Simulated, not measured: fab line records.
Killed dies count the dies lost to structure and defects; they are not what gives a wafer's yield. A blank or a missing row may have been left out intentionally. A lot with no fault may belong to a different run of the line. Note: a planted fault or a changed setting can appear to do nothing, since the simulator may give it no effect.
fab line records	flow n5_finfet
record lots=9	wafers=27	last_day=18
route steps=1938 shown MOL_CONTACT_COAG@545 BEOL_M4@1111 PASSIVATION@1936
lots that met no fault: taken from a fault-free run of the same line
start_h: hours from the record's opening day to when the first of the lot's shown wafers began	wait_h: hours elapsed since this lot's preceding step	" identical to the entry in the row above	L1.1+2: a single row standing in for several wafers	- value missing, or start not given	* or withheld: withheld	< > ~ a bound
route shown NAME@n: a module of which the file shows steps, and the number in the route of the first	usual: the fault-free wafers' mean and standard deviation	same: alike in all rows	chamber/n: place in a boat	sites: per-site readings	_std_site: standard deviation of those values	_edge_site: outer sites' mean less inner sites'	radius_mm: how far each site lies from the wafer's centre	mask NAME#n: copy n	behind: tool/chamber where the wafer was last shaped	hold: why the lot went on hold/how many hours it stayed there/how the hold came to an end	device: whichever transistor did not switch (one of n, p or np)	end of line: the same wafers' tests at the end of the route	a step with no rows: only its recipe	killed: not the wafer's yield, but the dies lost to structure and defects at the first sort	map: per-die view of a wafer (x killed, . not killed, _ where there is no die)
set.NAME: the setting that was run; set.NAME@STEP: the one run at that earlier step	model.NAME: the simulator's own value behind a step, which no gauge read
one table for each step of the route and one row for each wafer, over a sample of lots
services: when a tool's chamber went out of use (start_h, in hours from the record's first day, below 0 if earlier), for how many hours, and the reason
## steps
# step N5_MOL_CONTACT_COAG_SIL_ANNEAL_21
# recipe temp_c=550	time_s=60	ambient=N2
# usual lamp_power_pct=7.6/0.57	lamp_zone_3_pct=7.6/0.57	wafer_temp_C_max=553.1/1.6
lot.wafer	tool	chamber	start_h	wait_h	lamp_power_pct	lamp_zone_3_pct	wafer_temp_C_max
L514.2	rtp_anneal-01	0	112.38	0.2	7.1	7.1	551.8
L514.3	"	0	"	"	7.1	7.1	551.3
L514.6	"	0	"	"	7.1	7.1	551.2
L518.1	rtp_anneal-01	0	138.80	0.3	7.1	7.1	552.0
L518.2	"	0	"	"	7.1	7.1	551.9
L518.4	"	0	"	"	7.1	7.1	551.4
L519.1	rtp_anneal-01	0	144.36	0.2	7.1	7.1	551.7
L519.3	"	0	"	"	7.1	7.1	551.7
L519.5	"	0	"	"	7.1	7.1	552.6
L525.2	rtp_anneal-02	0	181.14	0.2	8.3	8.3	554.1
L525.4	"	0	"	"	8.3	8.3	554.7
L525.5	"	0	"	"	8.3	8.3	556.1
L526.1	rtp_anneal-01	0	186.44	0.2	7.1	7.1	551.0
L526.3	"	0	"	"	7.1	7.1	551.6
L526.5	"	0	"	"	7.1	7.1	551.9
L528.1	rtp_anneal-02	0	212.02	0.2	8.3	8.3	554.0
L528.2	"	0	"	"	8.3	8.3	555.2
L528.3	"	0	"	"	8.3	8.3	555.6
L530.3	rtp_anneal-01	0	214.55	0.4	7.1	7.1	551.9
L530.5	"	0	"	"	7.1	7.1	551.9
L530.6	"	0	"	"	7.1	7.1	551.6
L532.1	rtp_anneal-02	0	223.12	0.3	8.3	8.3	555.5
L532.4	"	0	"	"	8.3	8.3	554.2
L532.5	"	0	"	"	8.3	8.3	553.8
L533.1	rtp_anneal-01	0	228.65	0.2	7.1	7.1	551.5
L533.3	"	0	"	"	7.1	7.1	552.0
L533.6	"	0	"	"	7.1	7.1	551.9
# step N5_MOL_CONTACT_COAG_PECVD_31
# recipe material=SiO2	target_thk_a=460	temp_c=400	precursor=TEOS/O2	pressure_torr=6.5	rf_w=withheld	teos_flow_sccm=withheld	gas=O2	flow_sccm=2650	time_s=8.9
lot.wafer	tool	chamber	start_h	wait_h
L514.2+3+6	pecvd-03	1,0,1	121.12	0.3
L518.1+2+4	pecvd-01	1,2,1	145.62	0.3
L519.1+3+5	pecvd-01	2,1,1	151.44	0.3
L525.2+4+5	pecvd-04	1,1,2	193.83	0.3
L526.1+3+5	pecvd-01	0,2,0	195.57	0.3
L528.1+2+3	pecvd-01	1,0,2	220.45	0.3
L530.3+5+6	pecvd-03	2,2,1	223.04	0.3
L532.1+4+5	pecvd-01	0,0,2	230.26	0.3
L533.1+3+6	pecvd-03	2,1,2	234.56	0.3
# step N5_MOL_CONTACT_COAG_INSPECT_57
# recipe mode=adi	inspect_instrument=brightfield
# usual raw_defect_count=207/60
lot.wafer	tool	chamber	start_h	wait_h	raw_defect_count
L514.2	defect_inspect-01	-	121.55	0.0	272
L514.3	"	-	"	"	183
L514.6	"	-	"	"	221
L518.1	defect_inspect-01	-	146.17	0.1	203
L518.2	"	-	"	"	255
L518.4	"	-	"	"	295
L519.1	defect_inspect-01	-	151.88	0.1	167
L519.3	"	-	"	"	200
L519.5	"	-	"	"	244
L525.2	defect_inspect-02	-	194.38	0.0	286
L525.4	"	-	"	"	263
L525.5	"	-	"	"	180
L526.1	defect_inspect-01	-	196.00	0.1	224
L526.3	"	-	"	"	253
L526.5	"	-	"	"	155
L528.1	defect_inspect-01	-	221.00	0.1	268
L528.2	"	-	"	"	214
L528.3	"	-	"	"	1135
L530.3	defect_inspect-02	-	223.47	0.0	155
L530.5	"	-	"	"	160
L530.6	"	-	"	"	259
L532.1	defect_inspect-02	-	230.68	0.1	240
L532.4	"	-	"	"	218
L532.5	"	-	"	"	1143
L533.1	defect_inspect-02	-	235.02	0.1	291
L533.3	"	-	"	"	278
L533.6	"	-	"	"	152
# step N5_MOL_CONTACT_COAG_ETCH_91
# recipe chemistry=N2/H2	target=SOC	target_depth_a=600	overetch_a=210	mask_material=SiARC	temp_c=40	time_s=101.2	ion_energy_ev=200	pressure_mtorr=30	source_w=840	bias_w=150	n2_flow_sccm=200	h2_flow_sccm=200
# usual drypump_motor_current_A=5.8/0.43	oes_product_au=0.68/0.068	rf_vpp_V=524.6/2.6	showerhead_plenum_p_Torr=2.57/0.091	throttle_valve_pct=17.71/0.23
lot.wafer	tool	chamber	start_h	wait_h	drypump_motor_current_A	oes_product_au	rf_hours_counter_h	rf_vpp_V	showerhead_plenum_p_Torr	throttle_valve_pct
L514.2	rie_diel-02	1	122.28	0.0	5.2	0.75	33	526.2	2.60	17.69
L514.3	"	0	"	"	5.8	0.63	169	520.5	2.42	17.71
L514.6	"	0	"	"	5.8	0.63	-	521.3	2.42	17.71
L518.1	rie_diel-05	3	146.80	0.0	5.2	0.76	23	528.0	2.72	17.69
L518.2	"	0	"	"	5.8	0.78	15	523.2	2.50	17.74
L518.4	"	1	"	"	5.7	0.72	35	522.6	2.49	17.81
L519.1	rie_diel-05	2	152.35	0.0	6.6	0.59	232	526.4	2.64	18.27
L519.3	"	3	"	"	5.2	0.75	25	530.1	2.72	17.71
L519.5	"	0	"	"	5.8	0.77	-	523.0	2.50	17.71
L525.2	rie_diel-05	1	194.94	0.0	5.6	0.70	51	522.2	2.48	17.85
L525.4	"	3	"	"	5.2	0.74	38	528.4	2.71	17.73
L525.5	"	0	"	"	5.8	0.74	-	522.1	2.49	17.74
L526.1	rie_diel-04	3	196.47	0.0	6.5	0.59	208	526.9	2.62	17.88
L526.3	"	1	"	"	5.3	0.72	45	524.1	2.60	17.64
L526.5	"	1	"	"	5.4	0.73	-	525.1	2.60	17.63
L528.1	rie_diel-04	1	221.55	0.0	5.4	0.72	53	525.3	2.59	17.66
L528.2	"	3	"	"	6.5	0.60	218	525.6	2.61	17.89
L528.3	"	0	"	"	5.2	0.76	9	523.6	2.48	17.12
L530.3	rie_diel-02	1	223.85	0.0	5.3	0.70	72	525.1	2.59	17.76
L530.5	"	3	"	"	5.7	0.73	-	523.8	2.59	17.47
L530.6	"	2	"	"	6.2	0.67	-	528.0	2.66	17.55
L532.1	rie_diel-04	1	231.34	0.0	5.4	0.71	57	524.4	2.59	17.64
L532.4	"	0	"	"	5.2	0.75	-	521.5	2.48	17.12
L532.5	"	3	"	"	6.5	0.59	-	525.9	2.61	17.90
L533.1	rie_diel-02	0	235.40	0.0	5.8	0.60	210	521.1	2.41	17.82
L533.3	"	3	"	"	5.7	0.72	35	526.4	2.59	17.49
L533.6	"	0	"	"	5.8	0.60	-	522.2	2.41	17.81
# step N5_MOL_CONTACT_COAG_STRIP_119
# recipe chemistry=N2/H2	time_s=30	power_w=1000	temp_c=250	pressure_mtorr=withheld	n2_flow_sccm=1750	h2_flow_sccm=3250
# usual drypump_motor_current_A=5.8/0.58	heater_power_w=354/44
lot.wafer	tool	chamber	start_h	wait_h	drypump_motor_current_A	heater_power_w	rf_hours_counter_h
L514.2	plasma_asher-01	0	122.60	0.1	6.2	337	106
L514.3	"	0	"	"	6.2	345	-
L514.6	"	0	"	"	6.2	338	-
L518.1	plasma_asher-02	1	147.11	0.1	6.4	416	46
L518.2	"	0	"	"	5.7	385	46
L518.4	"	0	"	"	5.7	391	-
L519.1	plasma_asher-01	1	152.67	0.1	4.9	302	112
L519.3	"	0	"	"	6.2	332	-
L519.5	"	1	"	"	4.9	308	-
L525.2	plasma_asher-02	1	195.25	0.1	6.3	425	57
L525.4	"	1	"	"	6.3	419	-
L525.5	"	0	"	"	5.7	395	-
L526.1	plasma_asher-02	1	196.78	0.1	6.4	416	57
L526.3	"	1	"	"	6.4	419	-
L526.5	"	1	"	"	6.4	421	-
L528.1	plasma_asher-02	0	221.90	0.1	5.7	397	63
L528.2	"	1	"	"	6.4	421	63
L528.3	"	1	"	"	6.4	419	-
L530.3	plasma_asher-01	0	224.21	0.1	6.2	334	-
L530.5	"	1	"	"	4.9	311	-
L530.6	"	0	"	"	6.2	337	-
L532.1	plasma_asher-01	0	231.65	0.1	6.2	333	125
L532.4	"	1	"	"	4.9	305	-
L532.5	"	1	"	"	4.9	313	-
L533.1	plasma_asher-02	1	235.72	0.1	6.3	436	65
L533.3	"	1	"	"	6.3	418	-
L533.6	"	1	"	"	6.4	426	-
# step N5_BEOL_M4_RC_MEAS_101
# usual DIBL_N=36.2/1.6	DIBL_P=36.5/1.9	IOFF_N=0.158/0.027	IOFF_P=0.21/0.038	ION_N=675/12	ION_P=464/8.9	SS_N=71.5/0.61	SS_P=73.4/0.59	VT_N=250.4/3	VT_P=-250/3.6
lot.wafer	tool	chamber	start_h	wait_h	DIBL_N[mV/V]	DIBL_P[mV/V]	IOFF_N[nA/um]	IOFF_P[nA/um]	ION_N[uA/um]	ION_P[uA/um]	SS_N[mV/dec]	SS_P[mV/dec]	VT_N[mV]	VT_P[mV]
L514.2	prober-02	0	186.05	0.2	34.7	34.0	0.134	0.16	658	450	70.6	72.6	253.2	-257
L514.3	"	0	"	"	36.7	37.3	0.164	0.21	661	457	71.9	73.3	253.0	-250
L514.6	"	0	"	"	35.4	35.1	0.147	0.17	650	446	71.8	72.7	254.2	-256
L518.1	prober-01	0	212.54	0.0	37.5	36.6	0.156	0.18	666	452	71.0	73.1	250.0	-257
L518.2	"	0	"	"	39.8	38.7	0.211	0.21	682	453	72.3	73.9	246.5	-255
L518.4	"	0	"	"	36.0	34.4	0.128	0.16	651	437	71.1	73.0	256.1	-259
L519.1	prober-02	0	218.98	0.0	37.6	38.5	0.184	0.24	698	475	72.1	73.9	245.7	-249
L519.3	"	0	"	"	35.8	37.4	0.158	0.22	686	467	71.1	73.5	250.7	-249
L519.5	"	0	"	"	35.6	37.4	0.165	0.22	696	477	71.1	73.4	247.4	-248
L525.2	prober-02	0	275.25	0.2	37.1	37.4	0.173	0.23	671	463	72.1	73.3	249.0	-249
L525.4	"	0	"	"	38.5	39.3	0.206	0.26	692	472	72.1	73.4	246.0	-246
L525.5	"	0	"	"	34.4	34.7	0.120	0.17	666	460	70.2	72.3	255.4	-254
L526.1	prober-02	0	276.81	0.0	36.2	35.3	0.141	0.18	677	464	70.7	73.0	250.3	-253
L526.3	"	0	"	"	35.3	34.9	0.142	0.18	668	460	71.1	72.6	249.4	-252
L526.5	"	0	"	"	35.5	35.6	0.138	0.18	685	457	71.1	73.1	251.5	-254
L528.1	prober-01	0	281.24	0.0	35.9	35.2	0.144	0.20	699	475	71.7	73.5	248.9	-250
L528.2	"	0	"	"	37.0	37.2	0.162	0.23	691	467	71.6	74.1	248.4	-251
L528.3	"	0	"	"	38.6	40.1	0.212	0.30	705	488	72.1	74.0	245.7	-242
L530.3	prober-02	0	307.86	0.3	38.4	36.8	0.179	0.26	673	468	72.1	73.3	249.6	-247
L530.5	"	0	"	"	37.6	36.5	0.163	0.25	666	467	72.0	74.1	249.4	-247
L530.6	"	0	"	"	37.1	35.7	0.161	0.22	658	457	72.8	73.2	253.0	-247
L533.1	prober-01	0	313.01	0.0	38.4	38.9	0.223	0.30	690	478	73.0	74.6	246.9	-245
L533.3	"	0	"	"	36.2	36.3	0.157	0.23	666	461	71.9	73.7	252.2	-248
L533.6	"	0	"	"	36.0	35.3	0.158	0.21	675	461	71.6	72.9	252.8	-252
L532.1	prober-02	0	320.57	0.0	35.0	34.8	0.149	0.22	664	463	71.1	72.8	250.4	-248
L532.4	"	0	"	"	34.2	34.5	0.141	0.22	686	482	70.4	73.0	249.9	-248
L532.5	"	0	"	"	32.9	33.3	0.116	0.19	666	469	71.3	73.1	252.7	-251
# step N5_PASSIVATION_PROBE_49
# usual defect_limited_yield=91.3/1.7	killed_at_M0_to_M3=33/11	killed_at_M4_up=14/5.5	killed_at_contacts=13/6.5	killed_at_front_end=39/13	killed_at_other=3.4/2.9	killed_dies=103/20	killed_on_rim=14/4.3	killed_open=69/15	killed_short=32/8.1	sort_bin_5_function=5.1/1.1	sort_bin_6_memory=3.3/0.74	sort_bin_8_speed=0.00/0.014	sort_n_pass=1077/20	sort_yield_pct=91.3/1.7
# same gross_dies=1180	killed_at_back_side=0	sort_bin_4_leakage[%]=0
lot.wafer	tool	chamber	start_h	wait_h	defect_limited_yield[%]	killed_at_M0_to_M3	killed_at_M4_up	killed_at_contacts	killed_at_front_end	killed_at_other	killed_dies	killed_on_rim	killed_open	killed_short	sort_bin_5_function[%]	sort_bin_6_memory[%]	sort_bin_8_speed[%]	sort_n_pass	sort_yield_pct[%]
L525.4	prober-01	-	378.29	0.2	90.3	52	11	11	40	1	115	19	87	28	4.7	4.7	0	1065	90.3
L528.1	prober-02	-	393.78	0.0	92.1	21	17	9	44	2	93	9	64	28	4.5	3.1	0	1087	92.1
L528.2	prober-02	-	393.83	0.1	89.7	35	18	23	42	3	121	23	75	44	5.3	4.6	0	1059	89.7
L528.3	prober-02	-	393.88	0.1	82.3	26	11	136	32	4	209	27	66	24	10.3	4.0	0	971	82.3
L532.1	prober-02	-	438.29	0.0	92.2	28	11	11	40	2	92	12	63	28	4.5	3.0	0	1088	92.2
L532.4	prober-02	-	438.44	0.2	92.6	21	9	24	32	1	87	14	62	22	4.5	2.7	0	1093	92.6
L532.5	prober-02	-	438.49	0.2	82.0	40	9	131	31	1	212	29	60	28	10.8	3.8	0	968	82.0
# killed by level:class
L525.4 FIN_SAQP:geometric_particle:open=16 BEOL_M0_SAQP:geometric_particle:open=14 STI_FIN_REVEAL:geometric_particle:open=12 MOL_CONTACT_COAG:geometric_particle:open=10 BEOL_M0_SAQP:geometric_particle:short=10 BEOL_M3:geometric_particle:open=10 BEOL_M1:geometric_particle:open=9 FIN_SAQP:geometric_particle:short=6
L528.1 FIN_SAQP:geometric_particle:short=10 DUMMY_GATE:geometric_particle:open=10 FIN_SAQP:geometric_particle:open=9 MOL_CONTACT_COAG:geometric_particle:open=7 BEOL_M0_SAQP:geometric_particle:open=7 BEOL_M2:geometric_particle:open=7 BEOL_M4:geometric_particle:open=7 STARTING-WAFER:geometric_particle:short=6
L528.2 MOL_CONTACT_COAG:geometric_particle:open=20 BEOL_M0_SAQP:geometric_particle:short=10 FIN_SAQP:geometric_particle:open=8 FIN_SAQP:geometric_particle:short=8 DUMMY_GATE:geometric_particle:open=8 BEOL_M3:geometric_particle:short=6 BEOL_M2:geometric_particle:open=6 BEOL_M3:geometric_particle:open=5
L528.3 MOL_CONTACT_COAG:unspecified=118 MOL_CONTACT_COAG:geometric_particle:open=16 FIN_SAQP:geometric_particle:open=9 BEOL_M2:geometric_particle:open=7 BEOL_M0_SAQP:geometric_particle:short=6 FIN_SAQP:geometric_particle:short=5 BEOL_M0_SAQP:geometric_particle:open=5 BEOL_M3:geometric_particle:open=4
L532.1 STI_FIN_REVEAL:geometric_particle:open=14 MOL_CONTACT_COAG:geometric_particle:open=11 BEOL_M0_SAQP:geometric_particle:short=7 BEOL_M3:geometric_particle:open=7 FIN_SAQP:geometric_particle:short=6 FIN_SAQP:geometric_particle:open=5 BEOL_M4:geometric_particle:open=5 ILD0:geometric_particle:open=4
L532.4 MOL_CONTACT_COAG:geometric_particle:open=23 FIN_SAQP:geometric_particle:open=10 FIN_SAQP:geometric_particle:short=9 BEOL_M2:geometric_particle:open=6 BEOL_M0_SAQP:geometric_particle:open=4 BEOL_M0:geometric_particle:open=4 BEOL_M7:geometric_particle:open=3 STI_FIN_REVEAL:geometric_particle:open=2
L532.5 MOL_CONTACT_COAG:unspecified=120 BEOL_M1:geometric_particle:open=17 FIN_SAQP:geometric_particle:open=10 MOL_CONTACT_COAG:geometric_particle:open=6 BEOL_M0_SAQP:geometric_particle:open=6 FIN_SAQP:geometric_particle:short=5 BEOL_M1:geometric_particle:short=5 BEOL_M3:geometric_particle:open=4
## services
tool	chamber	start_h	hours	kind
rie_diel-02	-	93.56	0.3	repair
rtp_anneal-02	-	100.84	8.3	pm
rtp_anneal-02	-	112.75	4.5	pm
rie_diel-02	3	113.81	-	clean
rie_diel-02	3	113.81	-	consumable_replace:focus_ring
pecvd-03	-	114.44	1.2	repair
pecvd-03	2	126.61	6.8	repair
pecvd-04	-	131.68	1.8	repair
pecvd-04	1	140.31	36.2	repair
pecvd-04	-	141.20	28.1	pm
pecvd-03	1	161.29	2.1	scheduled_down
pecvd-01	0	163.00	2.1	scheduled_down
rie_diel-04	0	163.15	-	clean
rie_diel-04	0	163.15	-	consumable_replace:focus_ring
rie_diel-04	0	163.15	21.2	scheduled_down
rie_diel-04	0	163.15	21.2	vent_cycle
rie_diel-04	2	165.46	6.9	repair
plasma_asher-01	-	170.20	11.7	repair
pecvd-04	-	179.66	0.3	repair
pecvd-04	-	187.21	3.8	repair
plasma_asher-02	-	203.15	3.0	repair
rie_diel-04	0	212.51	4.9	repair
rie_diel-04	2	214.43	1.4	repair
pecvd-04	2	233.59	5.8	repair
## key
first_sign step=N5_MOL_CONTACT_COAG_INSPECT_57	reading=raw_defect_count	direction=up	sigmas=16	usual=207	struck=1139
effect step=N5_PASSIVATION_PROBE_49	reading=killed_at_contacts	direction=up	sigmas=19	usual=13	struck=134
more_kills_born_at N5_MOL_CONTACT_COAG_PECVD_31@pecvd-01=238
met_at N5_MOL_CONTACT_COAG_PECVD_31
struck_lots L528,L532
struck_wafers L528.3,L532.5
not_acting_at N5_MOL_CONTACT_COAG_SIL_ANNEAL_21,N5_MOL_CONTACT_COAG_ETCH_91,N5_MOL_CONTACT_COAG_STRIP_119
onset_between 195.57 220.45
fault kind=chamber_particle_source	tool=pecvd-01	chamber=2	onset_h=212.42	steps=N5_MOL_CONTACT_COAG_PECVD_31	rate_per_visit_cm2=1.3781	end_h=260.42
